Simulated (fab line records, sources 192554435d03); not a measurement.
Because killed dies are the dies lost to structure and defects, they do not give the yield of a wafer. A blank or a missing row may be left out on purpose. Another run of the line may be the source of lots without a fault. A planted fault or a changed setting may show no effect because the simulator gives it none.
Comparing a struck lot with a sound one | flow n5 finfet | 18 out of 1938 route steps
Sound: wafers L874.2, L874.3, L874.4. Struck: wafer L890.5 (left out: L890.1, L890.3 of the same lot, which were not struck); the cause appears at the end.
Each step with rows lists, per side, the tool, then ch with its chambers, then its first start. Under that, the readings that differ: sound wafers | struck wafers | difference of the means | sigmas: that difference in standard deviations of wafers without a fault.
alike: same words and numbers on both sides, and readings whose means sit less than 2 such deviations apart. not compared: any withheld reading, any reading some wafer has no value for, any bound like >300 that may hide the same value, and any number with overlapping values for which the record gives no deviation.
A row with sigmas, a row that says differs or no value, or rows on one side alone: a step with any of these is where the two part. Non-overlapping numbers with no deviation appear without sigmas and do not part them. A reading missing from all wafers of one side parts the sides only when that side holds two or more wafers.

first, 9 steps without rows for these wafers: N5_GATE_CUT_COAT_34 (time 60 s, resist thk 60 nm); N5_GATE_CUT_COAT_35 (time 60 s, resist thk 10 nm); N5_GATE_CUT_COAT_27 (time 60 s, resist thk 10 nm); N5_GATE_CUT_COAT_07 (resist thk 30 nm); N5_GATE_CUT_EBR_09; N5_GATE_CUT_SOFTBAKE_08 (time 60 s); N5_GATE_CUT_EXPOSE_10 (exposes mask GATE CUT, target cd 20 nm); N5_GATE_CUT_PEB_11 (peb time 60 s); N5_GATE_CUT_DEVELOP_12 (develop time 30 s).
N5_GATE_CUT_CD_MEAS_13: the cd target is 20 nm.
  sound on cd sem-03 ch 0, day 6 04:37; struck on cd sem-02 ch 0, day 10 01:13
  alike: cd nm
N5_GATE_CUT_OVL_MEAS_14:
  sound on overlay-01 ch 0, day 6 04:39; struck on overlay-01 ch 0, day 10 01:15
  alike: GATE_CUT_OVL
N5_GATE_CUT_INSPECT_15: inspects for defects (brightfield).
  sound on defect inspect-02, day 6 04:43; struck on defect inspect-02, day 10 01:18
  alike: raw defect count
N5_GATE_CUT_DESCUM_18: chemistry O2, time 7 s.
  sound on rie diel-01 ch 0,1,2, day 6 04:44; struck on rie diel-05 ch 1, day 10 01:45
  reading                                       | sound             | struck | difference | sigmas
  throttle valve pct (%)                        | 20.94 20.92 20.38 | 20.24  | -0.51      | -2
  model.CAR-EUV_of_GATE_CUT_COAT_07.thk nm (nm) | 26.2 26 26.2      | 25.6   | -0.5       |
  alike: drypump motor current A, o2 flow sccm, oes product au, rf vpp V, showerhead plenum p Torr
  not compared: rf hours counter h
N5_GATE_CUT_ETCH_28: etches underlayer in N2/H2, target depth 13 nm, time 10.4 s.
  sound on rie diel-01 ch 0,1,2, day 6 04:46; struck on rie diel-05 ch 1, day 10 01:47
  reading                | sound             | struck | difference | sigmas
  throttle valve pct (%) | 18.37 18.38 17.83 | 17.76  | -0.43      | -2
  alike: drypump motor current A, etch rf on time s, oes product au, rf vpp V, showerhead plenum p Torr
  not compared: rf hours counter h
N5_GATE_CUT_ETCH_36: etches SiARC in CF4, target depth 13 nm, time 21.7 s.
  sound on rie diel-01 ch 0,1,2, day 6 04:47; struck on rie diel-05 ch 1, day 10 01:49
  reading                                       | sound             | struck | difference | sigmas
  etch rf on time s (s)                         | 22.0 22.6 21.6    | 21.1   | -1.0       | -2
  throttle valve pct (%)                        | 15.98 15.96 15.62 | 15.36  | -0.49      | -2
  model.CAR-EUV_of_GATE_CUT_COAT_07.thk nm (nm) | 7 6.8 6.8         | 6.6    | -0.3       |
  alike: drypump motor current A, oes product au, rf vpp V, showerhead plenum p Torr
  not compared: rf hours counter h
N5_GATE_CUT_ETCH_37: etches SOC in N2/H2, target depth 60 nm, overetch 12 nm, time 90 s.
  sound on rie diel-01 ch 0,1,2, day 6 04:49; struck on rie diel-05 ch 1, day 10 01:50
  reading                | sound             | struck | difference | sigmas
  throttle valve pct (%) | 18.36 18.37 17.78 | 17.73  | -0.44      | -2
  alike: drypump motor current A, oes product au, rf vpp V, showerhead plenum p Torr
  not compared: rf hours counter h
-- a jump in the record: the struck wafers' starts before and after are 4 days apart (it breaks off in module GATE_CUT and resumes in module BEOL_M4, where the first step shown is number 1111 of the route) --
N5_BEOL_M4_RC_MEAS_101:
  sound on prober-02 ch 0, day 10 02:32; struck on prober-01 ch 0, day 13 15:20
  reading       | sound          | struck | difference | sigmas
  DIBL_N (mV/V) | 37.1 37.4 35.9 | 33.3   | -3.5       | -2
  DIBL_P (mV/V) | 39.4 38.7 37.6 | 32.8   | -5.8       | -3
  ION_N (uA/um) | 678 682 686    | 656    | -26        | -2
  SS_N (mV/dec) | 71.6 72.0 71.4 | 70.2   | -1.5       | -3
  alike: IOFF_N, IOFF_P, ION_P, SS_P, VT_N, VT_P
N5_PASSIVATION_PROBE_49:
  the record has rows for the sound wafers here (prober-02, day 14 15:17) and none for the struck ones

## WHERE THEY PART
At N5_GATE_CUT_DESCUM_18 first; at N5_PASSIVATION_PROBE_49 last (within this record only).

WHY: whatever the simulator had introduced
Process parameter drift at N5_GATE_CUT_DESCUM_18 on rie diel-05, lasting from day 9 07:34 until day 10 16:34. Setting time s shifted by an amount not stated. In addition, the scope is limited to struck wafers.
